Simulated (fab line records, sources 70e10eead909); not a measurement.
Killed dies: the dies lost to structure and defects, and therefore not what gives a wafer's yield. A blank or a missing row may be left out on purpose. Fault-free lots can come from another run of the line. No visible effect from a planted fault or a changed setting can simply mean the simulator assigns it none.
The tool behind it: which one? || flow nand_harc || 12 lots with 34 wafers sampled at 5 steps, on a route of 1302 steps

WHAT EACH GAUGE READ, for each wafer
NHARC_END_SORT_01. Usual: killed_at_array 59, standard deviation 16; killed_at_other 0.8, standard deviation 1.1; killed_at_periphery 3.6, standard deviation 2.4; killed_dies 64, standard deviation 16; killed_open 3.4, standard deviation 1.8; killed_short 2.5, standard deviation 1.6.
{"lot": "L653", "measured": "day 25 05:31", "on": "prober-02", "killed_at_array": "68 81 87", "killed_at_other": "0 0 0", "killed_at_periphery": "4 2 0", "killed_dies": "72 83 87", "killed_open": "2 3 4", "killed_short": "4 2 3", "flag": ""}
{"lot": "L654", "measured": "day 25 12:31", "on": "prober-02", "killed_at_array": "85 82 82", "killed_at_other": "0 0 0", "killed_at_periphery": "3 3 5", "killed_dies": "88 85 87", "killed_open": "5 6 5", "killed_short": "3 2 0", "flag": ""}
{"lot": "L655", "measured": "day 25 18:37", "on": "prober-01", "killed_at_array": "40 43 58", "killed_at_other": "3 3 2", "killed_at_periphery": "4 4 5", "killed_dies": "47 50 65", "killed_open": "3 4 3", "killed_short": "2 8 2", "flag": ""}
{"lot": "L656", "measured": "day 26 13:35", "on": "prober-02", "killed_at_array": "61 60 55", "killed_at_other": "1 1 1", "killed_at_periphery": "6 1 1", "killed_dies": "68 62 57", "killed_open": "5 2 4", "killed_short": "2 4 3", "flag": ""}
{"lot": "L658", "measured": "day 27 08:58", "on": "prober-01", "killed_at_array": "70 47 48", "killed_at_other": "0 0 0", "killed_at_periphery": "0 3 0", "killed_dies": "70 50 48", "killed_open": "1 7 0", "killed_short": "2 3 0", "flag": ""}
{"lot": "L659", "measured": "day 28 12:52", "on": "prober-02", "killed_at_array": "57 58 54", "killed_at_other": "1 3 2", "killed_at_periphery": "10 8 7", "killed_dies": "68 69 63", "killed_open": "2 7 4", "killed_short": "1 2 2", "flag": ""}
{"lot": "L660", "measured": "day 29 18:06", "on": "prober-02", "killed_at_array": "64 60 52", "killed_at_other": "1 3 0", "killed_at_periphery": "8 2 8", "killed_dies": "73 65 60", "killed_open": "5 2 3", "killed_short": "1 1 0", "flag": ""}
{"lot": "L662", "measured": "day 29 10:19", "on": "prober-01", "killed_at_array": "85 68 77", "killed_at_other": "1 1 0", "killed_at_periphery": "1 2 4", "killed_dies": "87 71 81", "killed_open": "2 3 4", "killed_short": "3 2 3", "flag": ""}
{"lot": "L661", "measured": "day 30 02:42", "on": "prober-02", "killed_at_array": "67 67 61", "killed_at_other": "0 0 1", "killed_at_periphery": "4 3 2", "killed_dies": "71 70 64", "killed_open": "6 5 0", "killed_short": "0 4 2", "flag": ""}
{"lot": "L668", "measured": "day 31 05:10", "on": "prober-02", "killed_at_array": "674 49", "killed_at_other": "2 6", "killed_at_periphery": "1 3", "killed_dies": "677 58", "killed_open": "2 2", "killed_short": "1 2", "flag": "OFF"}
{"lot": "L667", "measured": "day 31 13:43", "on": "prober-01", "killed_at_array": "672 73", "killed_at_other": "0 0", "killed_at_periphery": "4 2", "killed_dies": "676 75", "killed_open": "3 6", "killed_short": "4 2", "flag": "OFF"}
{"lot": "L674", "measured": "day 33 21:01", "on": "prober-01", "killed_at_array": "28 41 29", "killed_at_other": "0 1 0", "killed_at_periphery": "1 3 1", "killed_dies": "29 45 30", "killed_open": "4 4 2", "killed_short": "3 4 2", "flag": ""}

WHICH TOOL RAN EACH LOT (tool, then ch and the chambers of the sampled wafers, then the start)
{"lot": "L653", "NHARC_A_STAIRCASE_ETCH_170": "rie_diel-08 ch 0,1, day 16 09:44 or earlier", "NHARC_A_STAIRCASE_TRIM_12": "rie_diel-10 ch 1,2, day 16 09:44", "NHARC_A_STAIRCASE_TRIM_18": "rie_diel-10 ch 0,1,2, day 25 05:31 or earlier", "NHARC_A_STAIRCASE_ETCH_23": "rie_diel-10 ch 0,3, day 25 05:31 or earlier"}
{"lot": "L654", "NHARC_A_STAIRCASE_ETCH_170": "rie_diel-10 ch 0,2,3, day 16 17:00 or earlier", "NHARC_A_STAIRCASE_TRIM_12": "rie_diel-03 ch 0,1,2, day 16 17:00", "NHARC_A_STAIRCASE_TRIM_18": "rie_diel-03 ch 0,1,2, day 25 12:31 or earlier", "NHARC_A_STAIRCASE_ETCH_23": "rie_diel-10 ch 0,1,3, day 25 12:31 or earlier"}
{"lot": "L655", "NHARC_A_STAIRCASE_ETCH_170": "rie_diel-10 ch 0,2, day 17 04:43 or earlier", "NHARC_A_STAIRCASE_TRIM_12": "rie_diel-10 ch 0,2, day 17 04:43", "NHARC_A_STAIRCASE_TRIM_18": "rie_diel-10 ch 2,3, day 25 18:37 or earlier", "NHARC_A_STAIRCASE_ETCH_23": "rie_diel-08 ch 2,3, day 25 18:37 or earlier"}
{"lot": "L656", "NHARC_A_STAIRCASE_ETCH_170": "rie_diel-03 ch 0,2, day 18 01:36 or earlier", "NHARC_A_STAIRCASE_TRIM_12": "rie_diel-10 ch 0,1,2, day 18 01:36", "NHARC_A_STAIRCASE_TRIM_18": "rie_diel-10 ch 0,2, day 26 13:35 or earlier", "NHARC_A_STAIRCASE_ETCH_23": "rie_diel-03 ch 1,3, day 26 13:35 or earlier"}
{"lot": "L658", "NHARC_A_STAIRCASE_ETCH_170": "rie_diel-03 ch 0,1,3, day 18 18:11 or earlier", "NHARC_A_STAIRCASE_TRIM_12": "rie_diel-08 ch 0,3, day 18 18:11", "NHARC_A_STAIRCASE_TRIM_18": "rie_diel-08 ch 1,3, day 27 08:58 or earlier", "NHARC_A_STAIRCASE_ETCH_23": "rie_diel-08 ch 0,3, day 27 08:58 or earlier"}
{"lot": "L659", "NHARC_A_STAIRCASE_ETCH_170": "rie_diel-10 ch 0,1, day 19 14:30 or earlier", "NHARC_A_STAIRCASE_TRIM_12": "rie_diel-08 ch 0,3, day 19 14:30", "NHARC_A_STAIRCASE_TRIM_18": "rie_diel-08 ch 1,2,3, day 28 12:52 or earlier", "NHARC_A_STAIRCASE_ETCH_23": "rie_diel-08 ch 1,2, day 28 12:52 or earlier"}
{"lot": "L660", "NHARC_A_STAIRCASE_ETCH_170": "rie_diel-10 ch 0,2,3, day 20 03:22 or earlier", "NHARC_A_STAIRCASE_TRIM_12": "rie_diel-08 ch 0,2,3, day 20 03:22", "NHARC_A_STAIRCASE_TRIM_18": "rie_diel-08 ch 0,2,3, day 29 18:06 or earlier", "NHARC_A_STAIRCASE_ETCH_23": "rie_diel-10 ch 0,2,3, day 29 18:06 or earlier"}
{"lot": "L662", "NHARC_A_STAIRCASE_ETCH_170": "rie_diel-10 ch 0,2,3, day 20 07:44 or earlier", "NHARC_A_STAIRCASE_TRIM_12": "rie_diel-08 ch 2,3, day 20 07:44", "NHARC_A_STAIRCASE_TRIM_18": "rie_diel-08 ch 1,2,3, day 29 10:19 or earlier", "NHARC_A_STAIRCASE_ETCH_23": "rie_diel-08 ch 1,3, day 29 10:19 or earlier"}
{"lot": "L661", "NHARC_A_STAIRCASE_ETCH_170": "rie_diel-03 ch 0,1,3, day 20 15:08 or earlier", "NHARC_A_STAIRCASE_TRIM_12": "rie_diel-03 ch 0, day 20 15:08", "NHARC_A_STAIRCASE_TRIM_18": "rie_diel-03 ch 0, day 30 02:42 or earlier", "NHARC_A_STAIRCASE_ETCH_23": "rie_diel-10 ch 0,3, day 30 02:42 or earlier"}
{"lot": "L668", "NHARC_A_STAIRCASE_ETCH_170": "rie_diel-03 ch 0,2, day 22 08:02 or earlier", "NHARC_A_STAIRCASE_TRIM_12": "rie_diel-08 ch 0,2, day 22 08:02", "NHARC_A_STAIRCASE_TRIM_18": "rie_diel-08 ch 2,3, day 31 05:10 or earlier", "NHARC_A_STAIRCASE_ETCH_23": "rie_diel-03 ch 1,2, day 31 05:10 or earlier"}
{"lot": "L667", "NHARC_A_STAIRCASE_ETCH_170": "rie_diel-08 ch 1,2, day 22 20:11 or earlier", "NHARC_A_STAIRCASE_TRIM_12": "rie_diel-08 ch 2, day 22 20:11", "NHARC_A_STAIRCASE_TRIM_18": "rie_diel-08 ch 0,2, day 31 13:43 or earlier", "NHARC_A_STAIRCASE_ETCH_23": "rie_diel-08 ch 1,3, day 31 13:43 or earlier"}
{"lot": "L674", "NHARC_A_STAIRCASE_ETCH_170": "rie_diel-08 ch 1,2,3, day 25 05:37 or earlier", "NHARC_A_STAIRCASE_TRIM_12": "rie_diel-08 ch 1,2,3, day 25 05:37", "NHARC_A_STAIRCASE_TRIM_18": "rie_diel-08 ch 0,2, day 33 21:01 or earlier", "NHARC_A_STAIRCASE_ETCH_23": "rie_diel-03 ch 1,2,3, day 33 21:01 or earlier"}
- NHARC_A_STAIRCASE_ETCH_170: etches the open film in C4F6/O2, target depth 200 nm, time 66.667 s.
- NHARC_A_STAIRCASE_TRIM_12: chemistry O2, time 211.2 s.
- NHARC_A_STAIRCASE_TRIM_18: chemistry O2, time 211.2 s.
- NHARC_A_STAIRCASE_ETCH_23: etches the open film in C4F8/O2, target depth 100 nm, time 40.5 s.

AS READ BY THE TOOLS THEMSELVES (means over the sampled wafers that have a number; for cases with no such wafer, the mark the record gives instead)
NHARC_A_STAIRCASE_ETCH_170. Usual: c4f6_flow_sccm 25.00 sccm, standard deviation 0.081; drypump_motor_current_A 5.7 A, standard deviation 0.36; oes_product_au 0.973 a.u., standard deviation 0.012; rf_vpp_V 547 V, standard deviation 3.9; showerhead_plenum_p_Torr 3.91 Torr, standard deviation 0.19; throttle_valve_pct 26.903 %, standard deviation 0.0088.
{"lot": "L653", "tool": "rie_diel-08", "c4f6_flow_sccm (sccm)": 25.06, "drypump_motor_current_A (A)": 5.9, "oes_product_au (a.u.)": 0.987, "rf_vpp_V (V)": 550, "showerhead_plenum_p_Torr (Torr)": 4.06, "throttle_valve_pct (%)": 26.910, "flag": ""}
{"lot": "L654", "tool": "rie_diel-10", "c4f6_flow_sccm (sccm)": 24.95, "drypump_motor_current_A (A)": 5.3, "oes_product_au (a.u.)": 0.970, "rf_vpp_V (V)": 545, "showerhead_plenum_p_Torr (Torr)": 3.81, "throttle_valve_pct (%)": 26.899, "flag": ""}
{"lot": "L655", "tool": "rie_diel-10", "c4f6_flow_sccm (sccm)": 24.96, "drypump_motor_current_A (A)": 5.2, "oes_product_au (a.u.)": 0.977, "rf_vpp_V (V)": 545, "showerhead_plenum_p_Torr (Torr)": 3.87, "throttle_valve_pct (%)": 26.902, "flag": ""}
{"lot": "L656", "tool": "rie_diel-03", "c4f6_flow_sccm (sccm)": 24.97, "drypump_motor_current_A (A)": 5.7, "oes_product_au (a.u.)": 0.977, "rf_vpp_V (V)": 544, "showerhead_plenum_p_Torr (Torr)": 3.80, "throttle_valve_pct (%)": 26.905, "flag": ""}
{"lot": "L658", "tool": "rie_diel-03", "c4f6_flow_sccm (sccm)": 25.01, "drypump_motor_current_A (A)": 5.8, "oes_product_au (a.u.)": 0.969, "rf_vpp_V (V)": 547, "showerhead_plenum_p_Torr (Torr)": 3.91, "throttle_valve_pct (%)": 26.899, "flag": ""}
{"lot": "L659", "tool": "rie_diel-10", "c4f6_flow_sccm (sccm)": 25.08, "drypump_motor_current_A (A)": 5.5, "oes_product_au (a.u.)": 0.984, "rf_vpp_V (V)": 544, "showerhead_plenum_p_Torr (Torr)": 3.79, "throttle_valve_pct (%)": 26.903, "flag": ""}
{"lot": "L660", "tool": "rie_diel-10", "c4f6_flow_sccm (sccm)": 25.03, "drypump_motor_current_A (A)": 5.3, "oes_product_au (a.u.)": 0.964, "rf_vpp_V (V)": 548, "showerhead_plenum_p_Torr (Torr)": 3.99, "throttle_valve_pct (%)": 26.902, "flag": ""}
{"lot": "L662", "tool": "rie_diel-10", "c4f6_flow_sccm (sccm)": 25.04, "drypump_motor_current_A (A)": 5.3, "oes_product_au (a.u.)": 0.978, "rf_vpp_V (V)": 549, "showerhead_plenum_p_Torr (Torr)": 3.99, "throttle_valve_pct (%)": 26.897, "flag": ""}
{"lot": "L661", "tool": "rie_diel-03", "c4f6_flow_sccm (sccm)": 25.05, "drypump_motor_current_A (A)": 5.8, "oes_product_au (a.u.)": 0.975, "rf_vpp_V (V)": 546, "showerhead_plenum_p_Torr (Torr)": 3.90, "throttle_valve_pct (%)": 26.897, "flag": ""}
{"lot": "L668", "tool": "rie_diel-03", "c4f6_flow_sccm (sccm)": 25.02, "drypump_motor_current_A (A)": 5.6, "oes_product_au (a.u.)": 0.976, "rf_vpp_V (V)": 552, "showerhead_plenum_p_Torr (Torr)": 4.17, "throttle_valve_pct (%)": 26.902, "flag": ""}
{"lot": "L667", "tool": "rie_diel-08", "c4f6_flow_sccm (sccm)": 24.94, "drypump_motor_current_A (A)": 5.8, "oes_product_au (a.u.)": 0.976, "rf_vpp_V (V)": 550, "showerhead_plenum_p_Torr (Torr)": 4.03, "throttle_valve_pct (%)": 26.898, "flag": ""}
{"lot": "L674", "tool": "rie_diel-08", "c4f6_flow_sccm (sccm)": 24.99, "drypump_motor_current_A (A)": 6.0, "oes_product_au (a.u.)": 0.987, "rf_vpp_V (V)": 550, "showerhead_plenum_p_Torr (Torr)": 4.09, "throttle_valve_pct (%)": 26.902, "flag": ""}

NHARC_A_STAIRCASE_TRIM_12. Usual: drypump_motor_current_A 5.8 A, standard deviation 0.36; oes_product_au 1.000 a.u., standard deviation 0.01; rf_vpp_V 57.7 V, standard deviation 0.9; showerhead_plenum_p_Torr 3.51 Torr, standard deviation 0.17; throttle_valve_pct 17.036 %, standard deviation 0.0081.
{"lot": "L653", "tool": "rie_diel-10", "drypump_motor_current_A (A)": 5.7, "oes_product_au (a.u.)": 1.002, "rf_vpp_V (V)": 57.4, "showerhead_plenum_p_Torr (Torr)": 3.40, "throttle_valve_pct (%)": 17.042, "flag": ""}
{"lot": "L654", "tool": "rie_diel-03", "drypump_motor_current_A (A)": 5.8, "oes_product_au (a.u.)": 0.996, "rf_vpp_V (V)": 58.5, "showerhead_plenum_p_Torr (Torr)": 3.44, "throttle_valve_pct (%)": 17.039, "flag": ""}
{"lot": "L655", "tool": "rie_diel-10", "drypump_motor_current_A (A)": 5.2, "oes_product_au (a.u.)": 1.003, "rf_vpp_V (V)": 57.5, "showerhead_plenum_p_Torr (Torr)": 3.48, "throttle_valve_pct (%)": 17.029, "flag": ""}
{"lot": "L656", "tool": "rie_diel-10", "drypump_motor_current_A (A)": 5.5, "oes_product_au (a.u.)": 0.998, "rf_vpp_V (V)": 57.8, "showerhead_plenum_p_Torr (Torr)": 3.43, "throttle_valve_pct (%)": 17.035, "flag": ""}
{"lot": "L658", "tool": "rie_diel-08", "drypump_motor_current_A (A)": 6.0, "oes_product_au (a.u.)": 1.006, "rf_vpp_V (V)": 57.8, "showerhead_plenum_p_Torr (Torr)": 3.55, "throttle_valve_pct (%)": 17.036, "flag": ""}
{"lot": "L659", "tool": "rie_diel-08", "drypump_motor_current_A (A)": 6.2, "oes_product_au (a.u.)": 1.009, "rf_vpp_V (V)": 57.4, "showerhead_plenum_p_Torr (Torr)": 3.42, "throttle_valve_pct (%)": 17.041, "flag": ""}
{"lot": "L660", "tool": "rie_diel-08", "drypump_motor_current_A (A)": 6.0, "oes_product_au (a.u.)": 1.004, "rf_vpp_V (V)": 57.5, "showerhead_plenum_p_Torr (Torr)": 3.54, "throttle_valve_pct (%)": 17.039, "flag": ""}
{"lot": "L662", "tool": "rie_diel-08", "drypump_motor_current_A (A)": 6.1, "oes_product_au (a.u.)": 1.008, "rf_vpp_V (V)": 56.8, "showerhead_plenum_p_Torr (Torr)": 3.42, "throttle_valve_pct (%)": 17.042, "flag": ""}
{"lot": "L661", "tool": "rie_diel-03", "drypump_motor_current_A (A)": 5.5, "oes_product_au (a.u.)": 1.009, "rf_vpp_V (V)": 58.6, "showerhead_plenum_p_Torr (Torr)": 3.70, "throttle_valve_pct (%)": 17.038, "flag": ""}
{"lot": "L668", "tool": "rie_diel-08", "drypump_motor_current_A (A)": 5.8, "oes_product_au (a.u.)": 0.905, "rf_vpp_V (V)": 58.1, "showerhead_plenum_p_Torr (Torr)": 3.65, "throttle_valve_pct (%)": 17.041, "flag": "OFF"}
{"lot": "L667", "tool": "rie_diel-08", "drypump_motor_current_A (A)": 5.8, "oes_product_au (a.u.)": 0.910, "rf_vpp_V (V)": 57.0, "showerhead_plenum_p_Torr (Torr)": 3.63, "throttle_valve_pct (%)": 17.032, "flag": "OFF"}
{"lot": "L674", "tool": "rie_diel-08", "drypump_motor_current_A (A)": 6.0, "oes_product_au (a.u.)": 1.001, "rf_vpp_V (V)": 58.4, "showerhead_plenum_p_Torr (Torr)": 3.68, "throttle_valve_pct (%)": 17.034, "flag": ""}

NHARC_A_STAIRCASE_TRIM_18. Usual: drypump_motor_current_A 5.7 A, standard deviation 0.36; oes_product_au 0.998 a.u., standard deviation 0.011; rf_vpp_V 57.7 V, standard deviation 0.87; showerhead_plenum_p_Torr 3.52 Torr, standard deviation 0.17; throttle_valve_pct 17.037 %, standard deviation 0.0089.
{"lot": "L653", "tool": "rie_diel-10", "drypump_motor_current_A (A)": 5.5, "oes_product_au (a.u.)": 0.999, "rf_vpp_V (V)": 57.8, "showerhead_plenum_p_Torr (Torr)": 3.44, "throttle_valve_pct (%)": 17.028, "flag": ""}
{"lot": "L654", "tool": "rie_diel-03", "drypump_motor_current_A (A)": 5.8, "oes_product_au (a.u.)": 0.994, "rf_vpp_V (V)": 56.7, "showerhead_plenum_p_Torr (Torr)": 3.44, "throttle_valve_pct (%)": 17.045, "flag": ""}
{"lot": "L655", "tool": "rie_diel-10", "drypump_motor_current_A (A)": 5.4, "oes_product_au (a.u.)": 1.001, "rf_vpp_V (V)": 56.5, "showerhead_plenum_p_Torr (Torr)": 3.36, "throttle_valve_pct (%)": 17.046, "flag": ""}
{"lot": "L656", "tool": "rie_diel-10", "drypump_motor_current_A (A)": 5.1, "oes_product_au (a.u.)": 0.997, "rf_vpp_V (V)": 57.7, "showerhead_plenum_p_Torr (Torr)": 3.50, "throttle_valve_pct (%)": 17.036, "flag": ""}
{"lot": "L658", "tool": "rie_diel-08", "drypump_motor_current_A (A)": 6.0, "oes_product_au (a.u.)": 0.999, "rf_vpp_V (V)": 57.9, "showerhead_plenum_p_Torr (Torr)": 3.52, "throttle_valve_pct (%)": 17.037, "flag": ""}
{"lot": "L659", "tool": "rie_diel-08", "drypump_motor_current_A (A)": 6.0, "oes_product_au (a.u.)": 1.003, "rf_vpp_V (V)": 58.0, "showerhead_plenum_p_Torr (Torr)": 3.53, "throttle_valve_pct (%)": 17.037, "flag": ""}
{"lot": "L660", "tool": "rie_diel-08", "drypump_motor_current_A (A)": 6.0, "oes_product_au (a.u.)": 1.010, "rf_vpp_V (V)": 57.5, "showerhead_plenum_p_Torr (Torr)": 3.54, "throttle_valve_pct (%)": 17.033, "flag": ""}
{"lot": "L662", "tool": "rie_diel-08", "drypump_motor_current_A (A)": 6.0, "oes_product_au (a.u.)": 1.008, "rf_vpp_V (V)": 57.2, "showerhead_plenum_p_Torr (Torr)": 3.52, "throttle_valve_pct (%)": 17.038, "flag": ""}
{"lot": "L661", "tool": "rie_diel-03", "drypump_motor_current_A (A)": 5.5, "oes_product_au (a.u.)": 0.987, "rf_vpp_V (V)": 57.9, "showerhead_plenum_p_Torr (Torr)": 3.70, "throttle_valve_pct (%)": 17.036, "flag": ""}
{"lot": "L668", "tool": "rie_diel-08", "drypump_motor_current_A (A)": 6.0, "oes_product_au (a.u.)": 1.006, "rf_vpp_V (V)": 56.9, "showerhead_plenum_p_Torr (Torr)": 3.46, "throttle_valve_pct (%)": 17.046, "flag": ""}
{"lot": "L667", "tool": "rie_diel-08", "drypump_motor_current_A (A)": 5.8, "oes_product_au (a.u.)": 1.006, "rf_vpp_V (V)": 57.3, "showerhead_plenum_p_Torr (Torr)": 3.64, "throttle_valve_pct (%)": 17.039, "flag": ""}
{"lot": "L674", "tool": "rie_diel-08", "drypump_motor_current_A (A)": 5.9, "oes_product_au (a.u.)": 1.018, "rf_vpp_V (V)": 58.0, "showerhead_plenum_p_Torr (Torr)": 3.64, "throttle_valve_pct (%)": 17.034, "flag": ""}

NHARC_A_STAIRCASE_ETCH_23. Usual: oes_product_au 0.945 a.u., standard deviation 0.012; rf_vpp_V 896 V, standard deviation 6.7.
{"lot": "L653", "tool": "rie_diel-10", "oes_product_au (a.u.)": 0.956, "rf_vpp_V (V)": 889, "flag": ""}
{"lot": "L654", "tool": "rie_diel-10", "oes_product_au (a.u.)": 0.942, "rf_vpp_V (V)": 890, "flag": ""}
{"lot": "L655", "tool": "rie_diel-08", "oes_product_au (a.u.)": 0.954, "rf_vpp_V (V)": 892, "flag": ""}
{"lot": "L656", "tool": "rie_diel-03", "oes_product_au (a.u.)": 0.937, "rf_vpp_V (V)": 893, "flag": ""}
{"lot": "L658", "tool": "rie_diel-08", "oes_product_au (a.u.)": 0.940, "rf_vpp_V (V)": 893, "flag": ""}
{"lot": "L659", "tool": "rie_diel-08", "oes_product_au (a.u.)": 0.939, "rf_vpp_V (V)": 901, "flag": ""}
{"lot": "L660", "tool": "rie_diel-10", "oes_product_au (a.u.)": 0.946, "rf_vpp_V (V)": 898, "flag": ""}
{"lot": "L662", "tool": "rie_diel-08", "oes_product_au (a.u.)": 0.945, "rf_vpp_V (V)": 897, "flag": ""}
{"lot": "L661", "tool": "rie_diel-10", "oes_product_au (a.u.)": 0.948, "rf_vpp_V (V)": 896, "flag": ""}
{"lot": "L668", "tool": "rie_diel-03", "oes_product_au (a.u.)": 0.936, "rf_vpp_V (V)": 896, "flag": ""}
{"lot": "L667", "tool": "rie_diel-08", "oes_product_au (a.u.)": 0.936, "rf_vpp_V (V)": 892, "flag": ""}
{"lot": "L674", "tool": "rie_diel-03", "oes_product_au (a.u.)": 0.950, "rf_vpp_V (V)": 897, "flag": ""}

THE ANSWER, worked out from the rows above alone
Rule: a lot counts as off when the mean over its wafers that have a number is more than 3 standard deviations away from the usual mean. Also off: a lot with no number at a reading for which 4 or more lots have one. The other lots that the step has rows for count as sound. After the gauges, taken in route order, come the tools' own readings; for these a lot's mean is taken, as printed above. The first step at which some lot is off is used, and at that step the reading that is off furthest; a lot without a number counts as furthest.
Off at NHARC_END_SORT_01 (killed_at_array): L668, L667.
If a tool, at a process step before that reading, ran all the lots that are off and no sound lot after the first of them, it fits. The gauges at NHARC_END_SORT_01 aren't tried: what is off there is off at NHARC_A_STAIRCASE_TRIM_12 too, on other tools, and a gauge's error can't cause that. NHARC_A_STAIRCASE_ETCH_170 gives no start for some lots, so the hours and the order of its lots are those of NHARC_A_STAIRCASE_TRIM_12. NHARC_A_STAIRCASE_TRIM_18 gives no start for some lots, so the hours and the order of its lots are those of NHARC_END_SORT_01. NHARC_A_STAIRCASE_ETCH_23 gives no start for some lots, so the hours and the order of its lots are those of NHARC_END_SORT_01. No candidate that was tried fits.

WHAT THE SIMULATOR HAD PUT IN
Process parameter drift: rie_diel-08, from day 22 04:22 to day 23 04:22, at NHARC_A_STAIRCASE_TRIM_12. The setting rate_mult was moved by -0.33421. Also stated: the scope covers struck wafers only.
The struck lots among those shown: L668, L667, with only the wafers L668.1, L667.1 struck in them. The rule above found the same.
